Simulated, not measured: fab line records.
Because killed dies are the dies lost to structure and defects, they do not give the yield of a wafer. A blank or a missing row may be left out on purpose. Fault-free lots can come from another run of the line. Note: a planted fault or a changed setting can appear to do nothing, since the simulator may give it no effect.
Split-lot trial ; flow n5_finfet ; 7 lots, 39 wafers read, on a route of 1938 steps

## ABOUT THE SPLIT
At N5_STI_FIN_REVEAL_ALD_00 (deposits SiO2, target thk 1 nm, pulse time 1 s), the setting target_thk_a was moved away from the recipe's 10 angstrom on 15 of the 39 wafers read, by -53.1% to +40.4%. For the rest of the wafers, this setting stayed at what the recipe calls for.

The split's own step is where the reading is taken.

## THE READING
SiO2_of_STI_FIN_REVEAL_ALD_00.thk_nm (the simulator's own value, which no gauge read), in nm, at N5_STI_FIN_REVEAL_ALD_00 (deposits SiO2, target thk 1 nm, pulse time 1 s). The file does not state a usual value for it.

wafer;tool, chamber at the split;target_thk_a as run, angstrom;against the recipe;SiO2_of_STI_FIN_REVEAL_ALD_00.thk_nm, nm;against lot-mates on the recipe
L074.1;ald_sin-01, 1,2,0;13.23;+32.3%;1.4;+0.4
L074.2;ald_sin-01, 1,2,0;13.23;+32.3%;1.4;+0.4
L074.4;ald_sin-01, 1,2,0;13.23;+32.3%;1.4;+0.4
L074.3;ald_sin-01, 3,0,3;10;recipe;1;-
L074.5;ald_sin-01, 3,0,3;10;recipe;1;-
L074.6;ald_sin-01, 3,0,3;10;recipe;1;-
L075.1;ald_sin-03, 3,1,2;13.61;+36.1%;1.4;+0.4
L075.3;ald_sin-03, 3,1,2;13.61;+36.1%;1.4;+0.4
L075.4;ald_sin-03, 3,1,2;13.61;+36.1%;1.4;+0.4
L075.2;ald_sin-03, 0,1,2;10;recipe;1;-
L075.5;ald_sin-03, 0,1,2;10;recipe;1;-
L075.6;ald_sin-03, 0,1,2;10;recipe;1;-
L078.2;ald_sin-02, 0,3,2;10;recipe;1;-
L078.4;ald_sin-02, 0,3,2;10;recipe;1;-
L078.6;ald_sin-02, 0,3,2;10;recipe;1;-
L085.1;ald_sin-03, 3,2,3;10;recipe;1;-
L085.5;ald_sin-03, 3,2,3;10;recipe;1;-
L085.6;ald_sin-03, 3,2,3;10;recipe;1;-
L085.2;ald_sin-03, 1,2,0;4.694;-53.1%;0.4;-0.6
L085.3;ald_sin-03, 1,2,0;4.694;-53.1%;0.4;-0.6
L085.4;ald_sin-03, 1,2,0;4.694;-53.1%;0.4;-0.6
L088.1;ald_sin-03, 1,0,0;7.255;-27.4%;0.8;-0.2
L088.2;ald_sin-03, 1,0,0;7.255;-27.4%;0.8;-0.2
L088.6;ald_sin-03, 1,0,0;7.255;-27.4%;0.8;-0.2
L088.3;ald_sin-03, 3,2,1;10;recipe;1;-
L088.4;ald_sin-03, 3,2,1;10;recipe;1;-
L088.5;ald_sin-03, 3,2,1;10;recipe;1;-
L092.1;ald_sin-02, 1,3,3;14.04;+40.4%;1.4;+0.4
L092.4;ald_sin-02, 1,3,3;14.04;+40.4%;1.4;+0.4
L092.6;ald_sin-02, 1,3,3;14.04;+40.4%;1.4;+0.4
L092.2;ald_sin-02, 2,0,0;10;recipe;1;-
L092.3;ald_sin-02, 2,0,0;10;recipe;1;-
L092.5;ald_sin-02, 2,0,0;10;recipe;1;-
L097.1;ald_sin-02, 3,1,2,0,1,0;10;recipe;1;-
L097.2;ald_sin-02, 3,1,2,0,1,0;10;recipe;1;-
L097.3;ald_sin-02, 3,1,2,0,1,0;10;recipe;1;-
L097.4;ald_sin-02, 3,1,2,0,1,0;10;recipe;1;-
L097.5;ald_sin-02, 3,1,2,0,1,0;10;recipe;1;-
L097.6;ald_sin-02, 3,1,2,0,1,0;10;recipe;1;-
The file does not say which wafer passed through which chamber wherever a row lists several chambers: such a row stands for several wafers.

THE FIT
A straight line over all 39 wafers: SiO2_of_STI_FIN_REVEAL_ALD_00.thk_nm changes by +0.0107 nm for each +1% of target_thk_a; r = +0.99; the points scatter about the line by 0.033 nm.
The same after taking each lot's own level away (the mean of its wafers on the recipe; 39 wafers): +0.0107 nm for each +1%; r = +0.99; scatter 0.033 nm.
The reading moves by 0.57 nm for the largest change in target_thk_a, on that fit.
The lots' own levels span 1.00 to 1.00 nm.
The two slopes are in agreement: the lot-to-lot level therefore moves the slope only a little.
Check: for one of the wafers moved furthest among these (-53.1%), held out of the fit, the line's prediction against its lot-mates is -0.552 nm. It came out at -0.6 nm against them.

## FURTHER SPLITS ON THESE WAFERS
These wafers also went through other splits before the reading. Each is held against what the fit with the lots' levels taken away leaves over:
other split on the same wafers;wafers away from the commonest value;r with SiO2_of_STI_FIN_REVEAL_ALD_00.thk_nm (lot level and that fit taken away)
N5_FIN_SAQP_HM_DEP_03 time_s;15;+0.03

## FILE'S OWN FIT
SiO2_of_STI_FIN_REVEAL_ALD_00.thk_nm changes by +0.0107 nm for each +1% of target_thk_a, r = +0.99.
